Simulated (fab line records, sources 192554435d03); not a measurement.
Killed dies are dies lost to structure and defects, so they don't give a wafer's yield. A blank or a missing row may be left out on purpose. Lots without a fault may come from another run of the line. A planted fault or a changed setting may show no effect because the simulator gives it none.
fab line records | flow n5_finfet
record lots=5 wafers=15 last_day=16
route steps=1938 shown BEOL_M7@1281 PASSIVATION@1936
lots that met no fault: from a run of the same line without faults
start_h: hours from the record's first day to the start of the lot's first wafer shown | wait_h: hours since the lot's step before | " the same as in the row above | L1.1+2: a row that stands for several wafers | - no value, or no start given | * or withheld: withheld | < > ~ a bound
route shown NAME@n: a module of which the file shows steps, and the number in the route of the first | usual: mean/standard deviation of fault-free wafers | same: alike in all rows | chamber/n: place in a boat | sites: the reading at each site | _std_site: their standard deviation | _edge_site: outer sites' mean less inner sites' | radius_mm: how far each site lies from the wafer's centre | mask NAME#n: copy n | behind: the tool/chamber that last shaped the wafer | hold: why the lot was held/for how many hours/how that ended | device: the transistor (n, p or np) that didn't switch | end of line: the same wafers' tests at the end of the route | a step without rows: its recipe alone | killed: dies lost to structure and defects at the first sort, not the wafer's yield | map: a wafer's dies, x killed, . not, _ none there
set.NAME: the setting as run; set.NAME@STEP: as run at that earlier step | model.NAME: the simulator's own value behind a step, which no gauge read
lots at some steps of the route; a table a step, a row a wafer
services: from which hour (start_h, from the record's first day; less than 0 if before it) a tool's chamber was out of use, for how many hours, and why
## steps
# step N5_BEOL_M7_ETCH_62
# recipe chemistry=N2/H2 target=SOC target_depth_a=1100 overetch_a=220 mask_material=SiARC temp_c=40 time_s=165 ion_energy_ev=200 pressure_mtorr=30 source_w=840 bias_w=150 n2_flow_sccm=200 h2_flow_sccm=200
# usual drypump_motor_current_A=5.6/0.51 oes_product_au=0.67/0.069 rf_fwd_power_W=836.7/2 rf_vpp_V=523.3/2.7 showerhead_plenum_p_Torr=2.53/0.095 throttle_valve_pct=17.82/0.25
# columns lot.wafer tool chamber start_h wait_h drypump_motor_current_A oes_product_au rf_fwd_power_W rf_hours_counter_h rf_vpp_V showerhead_plenum_p_Torr throttle_valve_pct
L198.1 rie_diel-01 2 184.69 0.0 5.0 0.59 835.7 235 522.4 2.51 18.40
L198.3 " 1 " " 5.8 0.72 836.0 43 524.9 2.58 17.72
L198.4 " 3 " " 5.3 0.60 833.1 210 520.3 2.43 17.91
L202.2 rie_diel-05 1 215.95 0.0 6.1 0.70 833.8 70 527.2 2.69 17.62
L202.3 " 3 " " 5.8 0.60 836.6 221 525.7 2.60 17.42
L202.6 " 1 " " 6.1 0.71 835.4 - 527.9 2.70 17.60
L205.1 rie_diel-05 3 228.75 0.0 5.8 0.60 835.6 224 525.8 2.60 17.44
L205.2 " 1 " " 6.1 0.70 836.3 73 526.6 2.69 17.64
L205.3 " 0 " " 5.6 0.64 839.0 133 517.4 2.34 17.77
L216.1 rie_diel-03 2 295.13 0.0 5.1 0.62 838.0 196 521.4 2.40 17.62
L216.4 " 1 " " 6.1 0.72 835.2 81 520.0 2.49 17.90
L216.6 " 2 " " 5.1 0.61 838.6 - 521.0 2.40 17.62
L218.1 rie_diel-03 0 315.61 0.0 5.9 0.60 838.4 205 522.8 2.53 18.13
L218.5 " 3 " " 5.4 0.77 836.7 - 524.8 2.60 17.49
L218.6 " 2 " " 5.1 0.61 835.0 - 520.6 2.40 17.62
# step N5_BEOL_M7_STRIP_68
# recipe chemistry=N2/H2 temp_c=40 n2_flow_sccm=200 h2_flow_sccm=200 rf_frequency_hz=6e+07
# step N5_BEOL_M7_STRIP_67
# recipe chemistry=CF4 resist=SiARC power_w=300 bias_power_w=75 pressure_mtorr=50 cf4_flow_sccm=150 rf_frequency_hz=6e+07
# usual cf4_flow_sccm=150.0/0.45 drypump_motor_current_A=5.5/0.51 oes_product_au=0.79/0.081 rf_vpp_V=270.9/1.7 showerhead_plenum_p_Torr=1.78/0.06 throttle_valve_pct=13.57/0.21
# columns lot.wafer tool chamber start_h wait_h cf4_flow_sccm drypump_motor_current_A oes_product_au rf_hours_counter_h rf_vpp_V showerhead_plenum_p_Torr throttle_valve_pct
L198.1 rie_diel-01 2 184.84 0.0 150.0 5.0 0.70 235 270.6 1.78 14.14
L198.3 " 1 " " 150.6 5.8 0.86 43 271.5 1.82 13.51
L198.4 " 3 " " 150.1 5.3 0.69 210 267.2 1.71 13.63
L202.2 rie_diel-05 1 216.10 0.0 150.6 6.1 0.83 70 275.3 1.90 13.41
L202.3 " 3 " " 150.0 5.7 0.71 221 272.0 1.84 13.46
L202.6 " 1 " " 150.5 6.1 0.83 - 271.8 1.90 13.41
L205.1 rie_diel-05 3 228.89 0.0 150.1 5.8 0.69 224 273.9 1.84 13.46
L205.2 " 1 " " 149.1 6.1 0.82 73 274.3 1.90 13.40
L205.3 " 0 " " 150.2 5.6 0.75 133 271.5 1.67 13.55
L216.1 rie_diel-03 2 295.27 0.0 150.3 5.0 0.73 197 270.7 1.72 13.77
L216.4 " 1 " " 149.9 6.1 0.84 81 270.9 1.75 13.48
L216.6 " 2 " " 149.6 5.1 0.73 - 270.4 1.72 13.76
L218.1 rie_diel-03 0 315.75 0.0 150.5 5.9 0.71 205 270.4 1.78 13.81
L218.5 " 3 " " 150.6 5.4 0.92 - 272.9 1.84 13.18
L218.6 " 2 " " 150.8 5.0 0.72 - 270.3 1.72 13.78
# step N5_BEOL_M7_HM_OPEN_17
# recipe chemistry=Cl2/BCl3 target_depth_a=200 overetch_a=60 target=TiN mask_material=SOC ion_energy_ev=150 pressure_mtorr=10 icp_w=1000 bias_w=126 Cl2_flow_sccm=53.25 bcl3_flow_sccm=21.75 Ar_flow_sccm=25
# usual drypump_motor_current_A=5.8/0.36 oes_product_au=0.66/0.078 rf_fwd_power_W=993.4/2.9 throttle_valve_pct=22.2/0.32
# columns lot.wafer tool chamber start_h wait_h drypump_motor_current_A oes_product_au rf_fwd_power_W rf_hours_counter_h throttle_valve_pct
L198.1 rie_metal-03 0 184.88 0.0 5.8 0.61 993.3 74 22.5
L198.3 " 1 " " 5.7 0.79 995.6 - 21.7
L198.4 " 0 " " 5.8 0.60 990.6 - 22.5
L202.2 rie_metal-01 1 216.14 0.0 6.5 0.58 996.4 75 22.3
L202.3 " 0 " " 5.4 0.73 992.9 - 22.1
L202.6 " 0 " " 5.4 0.73 990.2 - 22.1
L205.1 rie_metal-03 0 228.93 0.0 5.7 0.60 995.2 78 22.5
L205.2 " 1 " " 5.7 0.76 991.1 7 21.7
L205.3 " 0 " " 5.8 0.61 993.3 - 22.5
L216.1 rie_metal-03 0 295.31 0.0 5.8 0.59 998.4 84 22.5
L216.4 " 1 " " 5.7 0.73 996.5 - 21.7
L216.6 " 1 " " 5.7 0.74 993.1 - 21.7
L218.1 rie_metal-03 1 315.79 0.0 5.7 0.74 991.0 16 21.7
L218.5 " 0 " " 5.7 0.59 992.8 - 22.5
L218.6 " 1 " " 5.7 0.73 993.1 - 21.6
# step N5_BEOL_M7_STRIP_19
# recipe chemistry=O2 power_w=400 temp_c=40 pressure_mtorr=30 rf_frequency_hz=6e+07 bias_power_w=0 overash_fraction=0.2 o2_flow_sccm=225
# usual drypump_motor_current_A=5.7/0.54 oes_product_au=0.79/0.086 rf_vpp_V=3.6/0.61 showerhead_plenum_p_Torr=2.09/0.088 throttle_valve_pct=16.62/0.19
# columns lot.wafer tool chamber start_h wait_h drypump_motor_current_A oes_product_au rf_hours_counter_h rf_vpp_V showerhead_plenum_p_Torr throttle_valve_pct
L198.1 rie_diel-05 0 184.99 0.1 5.6 0.77 120 4.6 1.96 16.72
L198.3 " 1 " " 6.1 0.83 61 3.9 2.21 16.41
L198.4 " 2 " " 6.7 0.81 104 4.2 2.20 16.26
L202.2 rie_diel-05 0 216.25 0.1 5.6 0.77 130 4.3 1.95 16.74
L202.3 " 2 " " 6.7 0.79 113 3.2 2.20 16.26
L202.6 " 2 " " 6.7 0.80 - 3.6 2.20 16.29
L205.1 rie_diel-03 2 229.05 0.1 5.1 0.74 172 3.8 2.02 16.75
L205.2 " 3 " " 5.4 0.70 245 2.8 2.17 16.81
L205.3 " 0 " " 5.9 0.73 176 3.4 2.10 16.90
L216.1 rie_diel-05 1 295.47 0.1 6.1 0.80 93 3.7 2.20 16.47
L216.4 " 2 " " 6.8 0.77 137 3.7 2.19 16.32
L216.6 " 2 " " 6.7 0.78 - 4.3 2.19 16.32
L218.1 rie_diel-03 2 315.94 0.1 5.1 0.72 203 4.1 2.00 16.82
L218.5 " 3 " " 5.4 0.93 - 3.6 2.16 16.39
L218.6 " 2 " " 5.1 0.73 - 4.6 2.00 16.80
# step N5_BEOL_M7_CD_MEAS_18
# recipe pitch_nm=80 target_cd_nm=40
# usual cd_nm=40.3/0.63
# columns lot.wafer tool chamber start_h wait_h cd_nm
L198.1 cd_sem-01 - 185.06 0.0 40.1
L198.3 " - " " 39.4
L198.4 " - " " 39.8
L202.2 cd_sem-01 - 216.32 0.1 40.5
L202.3 " - " " 39.5
L202.6 " - " " 40.2
L205.1 cd_sem-01 - 229.11 0.0 39.8
L205.2 " - " " 40.3
L205.3 " - " " 40.3
L216.1 cd_sem-01 - 295.54 0.0 40.3
L216.4 " - " " 40.3
L216.6 " - " " 40.0
L218.1 cd_sem-02 - 316.01 0.0 40.2
L218.5 " - " " 40.9
L218.6 " - " " 40.2
# step N5_BEOL_M7_COAT_63
# recipe resist=SOC temp_c=250 time_s=60 spin_rpm=1500 resist_thk_nm=60
# step N5_BEOL_M7_COAT_64
# recipe resist=SiARC temp_c=220 time_s=60 spin_rpm=1500 resist_thk_nm=12
# step N5_BEOL_M7_COAT_71
# recipe resist=underlayer temp_c=205 time_s=60 spin_rpm=1500 resist_thk_nm=5
# step N5_BEOL_M7_COAT_22
# recipe resist=CAR-EUV spin_rpm=1500 resist_thk_nm=30
# step N5_BEOL_M7_EBR_24
# recipe solvent=PGMEA ebr_width_mm=1.5
# step N5_BEOL_M7_SOFTBAKE_23
# recipe temp_c=110 time_s=60 resist=CAR-EUV
# step N5_BEOL_M7_EXPOSE_25
# recipe mask_id=V6 na=0.33 source_shape=annular sigma_inner=0.4 sigma_outer=0.8 polarization=unpolarized target_cd_nm=40 dose_mj=42.5
# usual exposure_dose_mJ_cm2=42.48/0.038
# same sigma_outer=0.8
# columns lot.wafer tool chamber start_h wait_h mask exposure_dose_mJ_cm2
L198.1 euv_scanner-02 0 185.83 - V6#0 42.42
L198.3 " 0 " " V6#0 42.42
L198.4 " 0 " " V6#0 42.45
L202.2 euv_scanner-02 0 216.88 - V6#0 42.52
L202.3 " 0 " " V6#0 42.49
L202.6 " 0 " " V6#0 42.44
L205.1 euv_scanner-01 0 230.13 - V6#0 42.51
L205.2 " 0 " " V6#0 42.57
L205.3 " 0 " " V6#0 42.47
L216.1 euv_scanner-01 0 295.90 - V6#0 46.05
L216.4 " 0 " " V6#0 46.03
L216.6 " 0 " " V6#0 46.01
L218.1 euv_scanner-02 0 319.72 - V6#0 42.47
L218.5 " 0 " " V6#0 42.47
L218.6 " 0 " " V6#0 42.46
# step N5_BEOL_M7_PEB_26
# recipe peb_temp_c=100 peb_time_s=60 resist=CAR-EUV
# step N5_BEOL_M7_DEVELOP_27
# recipe develop_time_s=30 developer=TMAH resist=CAR-EUV rinse_liquid=surfactant_rinse dry=air_spin dev_temp_c=23
# step N5_BEOL_M7_CD_MEAS_28
# recipe target_cd_nm=40 landing_energy_ev=500 detector=se_inlens
# usual cd_nm=39.92/0.26
# same landing_energy_ev=500
# columns lot.wafer tool chamber start_h wait_h cd_nm
L198.1 cd_sem-02 0 185.96 - 39.87
L198.3 " 0 " " 40.32
L198.4 " 0 " " 40.26
L202.2 cd_sem-03 0 217.00 - 39.89
L202.3 " 0 " " 39.58
L202.6 " 0 " " 39.94
L205.1 cd_sem-03 0 230.26 - 40.37
L205.2 " 0 " " 40.02
L205.3 " 0 " " 40.44
L216.1 cd_sem-01 0 296.03 - 39.92
L216.4 " 0 " " 33.35
L216.6 " 0 " " 39.59
L218.1 cd_sem-03 0 319.85 - 40.21
L218.5 " 0 " " 40.16
L218.6 " 0 " " 39.73
# step N5_BEOL_M7_OVL_MEAS_29
# recipe points_per_wafer=522
# usual V6_OVL=0.1/0.79
# columns lot.wafer tool chamber start_h wait_h V6_OVL[nm]
L198.1 overlay-01 0 186.00 0.0 -0.2
L198.3 " 0 " " -0.8
L198.4 " 0 " " 0.7
L202.2 overlay-01 0 217.04 0.0 0.4
L202.3 " 0 " " 0.2
L202.6 " 0 " " -0.3
L205.1 overlay-01 0 230.30 0.0 0.2
L205.2 " 0 " " -0.3
L205.3 " 0 " " 0.7
L216.1 overlay-02 0 296.06 0.0 0.6
L216.4 " 0 " " 0.4
L216.6 " 0 " " -0.9
L218.1 overlay-02 0 319.88 0.0 -0.2
L218.5 " 0 " " -0.1
L218.6 " 0 " " -1.7
# step N5_BEOL_M7_INSPECT_30
# recipe mode=adi inspect_instrument=brightfield
# usual raw_defect_count=408/92
# columns lot.wafer tool chamber start_h wait_h raw_defect_count
L198.1 defect_inspect-01 - 186.05 0.1 300
L198.3 " - " " 322
L198.4 " - " " 422
L202.2 defect_inspect-01 - 217.09 0.0 458
L202.3 " - " " 346
L202.6 " - " " 489
L205.1 defect_inspect-01 - 230.36 0.1 405
L205.2 " - " " 406
L205.3 " - " " 372
L216.1 defect_inspect-02 - 296.12 0.1 299
L216.4 " - " " 336
L216.6 " - " " 350
L218.1 defect_inspect-01 - 319.94 0.1 289
L218.5 " - " " 463
L218.6 " - " " 344
# step N5_BEOL_M7_DESCUM_33
# recipe chemistry=O2 time_s=7 source_power_w=50 bias_power_w=20 pressure_mtorr=20 rf_frequency_hz=2.712e+07 temp_c=40 resist=CAR-EUV o2_flow_sccm=225
# usual drypump_motor_current_A=5.6/0.51 oes_product_au=0.77/0.074 rf_fwd_power_W=49.32/0.23 rf_vpp_V=242.9/1.6 showerhead_plenum_p_Torr=2.08/0.084 throttle_valve_pct=20.44/0.19
# columns lot.wafer tool chamber start_h wait_h drypump_motor_current_A oes_product_au rf_fwd_power_W rf_hours_counter_h rf_vpp_V showerhead_plenum_p_Torr throttle_valve_pct model.BEOL_M7.cd_nm
L198.1 rie_diel-03 2 186.09 0.0 5.1 0.76 49.34 159 242.2 2.02 20.43 40.2
L198.3 " 1 " " 6.1 0.91 49.23 42 242.4 2.04 20.27 40
L198.4 " 1 " " 6.1 0.91 49.35 - 244.5 2.04 20.26 40.2
L202.2 rie_diel-01 2 217.12 0.0 5.0 0.68 49.61 245 243.2 2.04 20.84 40
L202.3 " 0 " " 4.9 0.85 48.96 70 243.0 2.12 20.50 39.6
L202.6 " 2 " " 5.0 0.69 49.26 - 243.1 2.04 20.85 40.2
L205.1 rie_diel-05 2 230.90 0.5 6.7 0.80 49.31 116 245.6 2.20 20.01 40.6
L205.2 " 0 " " 5.6 0.75 49.28 134 239.1 1.95 20.55 40
L205.3 " 3 " " 5.8 0.69 49.60 224 243.4 2.18 20.30 40.2
L216.1 rie_diel-05 1 296.30 0.2 6.1 0.79 49.65 93 244.0 2.19 20.20 40
L216.4 " 2 " " 6.7 0.78 49.27 137 244.5 2.19 20.02 33.4
L216.6 " 3 " " 5.8 0.68 49.50 - 242.6 2.17 20.33 39.4
L218.1 rie_diel-01 1 320.31 0.4 5.8 0.79 48.98 88 244.7 2.12 20.59 39.8
L218.5 " 3 " " 5.3 0.66 49.23 - 240.7 1.97 20.48 39.8
L218.6 " 2 " " 5.0 0.93 49.50 - 241.2 2.03 20.47 39.8
# step N5_BEOL_M7_ETCH_72
# recipe chemistry=N2/H2 target=underlayer target_depth_a=65 mask_material=CAR-EUV time_s=5.2 ion_energy_ev=200 pressure_mtorr=30 source_w=840 bias_w=150 n2_flow_sccm=200 h2_flow_sccm=200 ends=cleared
# step N5_BEOL_M7_ETCH_65
# recipe chemistry=CF4 target=SiARC target_depth_a=156 mask_material=CAR-EUV time_s=26 ion_energy_ev=80 pressure_mtorr=40 source_w=545 bias_w=36 Ar_flow_sccm=100 cf4_flow_sccm=100 ends=cleared
# usual cf4_flow_sccm=100.04/0.29 drypump_motor_current_A=5.6/0.51 etch_rf_on_time_s=25.9/0.6 oes_product_au=0.66/0.063 rf_fwd_power_W=531.7/1.9 rf_vpp_V=183.9/1.4 showerhead_plenum_p_Torr=2.13/0.077 throttle_valve_pct=15.59/0.19
# columns lot.wafer tool chamber start_h wait_h cf4_flow_sccm drypump_motor_current_A etch_rf_on_time_s oes_product_au rf_fwd_power_W rf_hours_counter_h rf_vpp_V showerhead_plenum_p_Torr throttle_valve_pct model.BEOL_M7.cd_nm
L198.1 rie_diel-03 2 186.14 0.0 100.21 5.1 26.0 0.64 528.6 159 183.6 2.07 15.69 40
L198.3 " 1 " " 99.96 6.1 26.2 0.76 534.8 42 182.2 2.09 15.39 40.2
L198.4 " 1 " " 99.80 6.1 26.1 0.76 534.3 - 181.8 2.09 15.40 40.2
L202.2 rie_diel-01 2 217.18 0.0 99.61 5.0 26.8 0.58 534.5 245 184.1 2.11 16.15 40
L202.3 " 0 " " 100.03 4.9 25.5 0.74 532.0 70 184.4 2.16 15.57 39.8
L202.6 " 2 " " 99.24 5.0 26.7 0.58 532.7 - 184.8 2.11 16.14 40
L205.1 rie_diel-05 2 230.95 0.0 99.90 6.8 25.6 0.69 532.0 116 185.7 2.23 15.18 40.6
L205.2 " 0 " " 100.20 5.6 25.3 0.65 532.7 134 182.7 1.99 15.59 40.2
L205.3 " 3 " " 100.35 5.8 26.3 0.60 532.9 224 185.1 2.20 15.44 40
L216.1 rie_diel-05 1 296.36 0.0 100.18 6.1 25.9 0.68 537.1 93 184.0 2.24 15.44 40
L216.4 " 2 " " 99.74 6.7 24.9 0.68 530.9 137 185.0 2.22 15.22 33.4
L216.6 " 3 " " 100.21 5.8 26.3 0.59 530.9 - 184.2 2.19 15.48 39.2
L218.1 rie_diel-01 1 320.36 0.0 100.30 5.8 25.0 0.70 529.8 88 186.0 2.16 15.65 39.8
L218.5 " 3 " " 100.50 5.4 25.6 0.58 530.5 - 181.8 2.03 15.74 39.8
L218.6 " 2 " " 100.18 5.0 25.8 0.80 532.9 - 184.3 2.10 15.70 39.8
# step N5_BEOL_M7_ETCH_66
# recipe chemistry=N2/H2 target=SOC target_depth_a=800 overetch_a=160 mask_material=SiARC temp_c=40 time_s=120 ion_energy_ev=200 pressure_mtorr=30 source_w=840 bias_w=150 n2_flow_sccm=200 h2_flow_sccm=200
# usual drypump_motor_current_A=5.6/0.51 oes_product_au=0.59/0.054 rf_fwd_power_W=834.9/2.9 rf_vpp_V=523.5/2.9 showerhead_plenum_p_Torr=2.53/0.1 throttle_valve_pct=17.81/0.24
# columns lot.wafer tool chamber start_h wait_h drypump_motor_current_A oes_product_au rf_fwd_power_W rf_hours_counter_h rf_vpp_V showerhead_plenum_p_Torr throttle_valve_pct
L198.1 rie_diel-03 2 186.17 0.0 5.1 0.58 836.1 159 521.9 2.42 17.55
L198.3 " 1 " " 6.1 0.68 832.8 42 522.6 2.51 17.85
L198.4 " 1 " " 6.1 0.68 832.0 - 522.2 2.51 17.86
L202.2 rie_diel-01 2 217.20 0.0 5.0 0.53 833.7 245 523.3 2.51 18.41
L202.3 " 0 " " 4.9 0.65 830.3 70 525.3 2.59 18.04
L202.6 " 2 " " 5.0 0.53 834.0 - 522.1 2.50 18.41
L205.1 rie_diel-05 2 230.98 0.0 6.7 0.61 838.9 116 527.0 2.67 17.46
L205.2 " 0 " " 5.6 0.58 836.3 134 518.5 2.34 17.77
L205.3 " 3 " " 5.8 0.54 835.8 224 526.8 2.60 17.44
L216.1 rie_diel-05 1 296.38 0.0 6.1 0.61 838.0 93 525.8 2.69 17.65
L216.4 " 2 " " 6.8 0.59 840.3 137 528.0 2.66 17.49
L216.6 " 3 " " 5.8 0.52 840.7 - 525.1 2.59 17.46
L218.1 rie_diel-01 1 320.39 0.0 5.8 0.62 833.4 88 525.2 2.56 17.79
L218.5 " 3 " " 5.4 0.52 831.4 - 519.7 2.42 17.96
L218.6 " 2 " " 5.0 0.71 840.9 - 522.4 2.49 18.03
# step N5_PASSIVATION_PROBE_49
# usual defect_limited_yield=91.5/1.5 killed_at_M0_to_M3=32/9.4 killed_at_M4_up=12/5.1 killed_at_contacts=11/7.4 killed_at_front_end=41/11 killed_at_other=3.4/2.5 killed_dies=100/17 killed_open=65/14 killed_short=33/7 sort_bin_5_function=4.9/0.96 sort_bin_6_memory=3.1/0.7 sort_n_pass=1080/17 sort_yield_pct=91.5/1.5
# same gross_dies=1180 killed_at_back_side=0 sort_bin_4_leakage[%]=0 sort_bin_8_speed[%]=0
# columns lot.wafer tool chamber start_h wait_h defect_limited_yield[%] killed_at_M0_to_M3 killed_at_M4_up killed_at_contacts killed_at_front_end killed_at_other killed_dies killed_open killed_short sort_bin_5_function[%] sort_bin_6_memory[%] sort_n_pass sort_yield_pct[%]
L216.1 prober-01 - 359.79 0.0 93.3 34 5 11 25 4 79 59 20 5.2 1.3 1101 93.3
L216.4 prober-01 - 359.94 0.2 0 38 1104 9 21 8 1180 56 24 4.3 2.1 0 0
L216.6 prober-01 - 360.04 0.3 94.1 21 10 5 32 2 70 44 25 3.7 2.1 1110 94.1
# killed by level:class
L216.1 MOL_CONTACT_COAG:geometric_particle:open=10 BEOL_M2:geometric_particle:open=9 BEOL_M0_SAQP:geometric_particle:open=8 BEOL_M0_SAQP:geometric_particle:short=6 BEOL_M3:geometric_particle:open=5 STI_FIN_REVEAL:geometric_particle:open=4 STARTING-WAFER:geometric_particle:open=4 FIN_SAQP:geometric_particle:short=3
L216.4 BEOL_M7:area_expose=1100 BEOL_M0_SAQP:geometric_particle:open=15 MOL_CONTACT_COAG:geometric_particle:open=8 BEOL_M0_SAQP:geometric_particle:short=8 BEOL_M2:geometric_particle:open=6 GATE_CUT:geometric_particle:short=4 MIM_TOP_ETCH:geometric_particle:open=4 FIN_SAQP:geometric_particle:open=3
L216.6 GATE_CUT:geometric_particle:short=8 BEOL_M0_SAQP:geometric_particle:short=6 BEOL_M1:geometric_particle:open=6 MOL_CONTACT_COAG:geometric_particle:open=5 DUMMY_GATE:geometric_particle:open=4 BEOL_M0_SAQP:geometric_particle:open=4 SPACER0:geometric_particle:short=3 BEOL_M11:geometric_particle:open=3
## services
# columns tool chamber start_h hours kind
euv_scanner-01 - 166.24 5.8 pm
euv_scanner-01 - 174.23 1.2 repair
euv_scanner-02 - 179.71 1.0 pm
rie_diel-03 0 181.89 7.9 repair
euv_scanner-01 - 185.75 1.0 pm
rie_diel-01 - 191.85 2.8 pm
rie_diel-01 3 211.88 14.8 repair
euv_scanner-02 - 225.07 5.8 pm
rie_metal-01 1 225.19 7.6 repair
rie_diel-03 3 232.01 2.0 repair
euv_scanner-02 - 235.88 1.0 pm
euv_scanner-01 - 241.90 1.0 pm
rie_diel-03 3 266.40 4.3 repair
rie_diel-05 3 288.80 4.2 repair
rie_diel-03 0 289.36 5.6 repair
euv_scanner-02 - 292.01 1.0 pm
euv_scanner-01 - 294.23 0.9 repair
euv_scanner-01 - 298.08 1.0 pm
euv_scanner-02 - 300.38 12.0 pm
rie_metal-03 0 302.78 1.7 repair
rie_diel-05 3 307.51 - clean
rie_diel-05 3 307.51 - consumable_replace:focus_ring
rie_diel-05 3 307.51 17.0 scheduled_down
euv_scanner-01 - 312.38 4.6 pm
## key
first_sign step=N5_BEOL_M7_EXPOSE_25 reading=exposure_dose_mJ_cm2 direction=up sigmas=93 usual=42.48 struck=46.03
effect step=N5_BEOL_M7_CD_MEAS_28 reading=cd_nm direction=down sigmas=9 usual=39.92 struck=37.62 wafers_moved=1 through=control_loop
effect step=N5_PASSIVATION_PROBE_49 reading=killed_at_M4_up direction=up sigmas=71 usual=12 struck=373 wafers_moved=1
model_effect step=N5_BEOL_M7_DESCUM_33 value=BEOL_M7.cd_nm without=40 struck=37.6
model_effect step=N5_BEOL_M7_ETCH_65 value=BEOL_M7.cd_nm without=40 struck=37.53
more_kills_born_at N5_BEOL_M7_EXPOSE_25@euv_scanner-01=1100
met_at N5_BEOL_M7_EXPOSE_25
struck_wafers L216.1,L216.4,L216.6
later_rows_left_out L216.4
loop_trim step=N5_BEOL_M7_EXPOSE_25 setting=dose lots=L216
onset_between 230.13 295.90
fault kind=process_parameter_drift tool=euv_scanner-01 chamber=- onset_h=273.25 steps=N5_BEOL_M7_EXPOSE_25 channel=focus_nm offset=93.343 spread_by_wafer=0.3 shape=step end_h=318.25
# later_rows_left_out: the simulator's readings of these wafers behind a module that went badly wrong aren't trusted and aren't shown, but for the sort
# loop_trim: a control loop set the setting to another value than it would have without faults
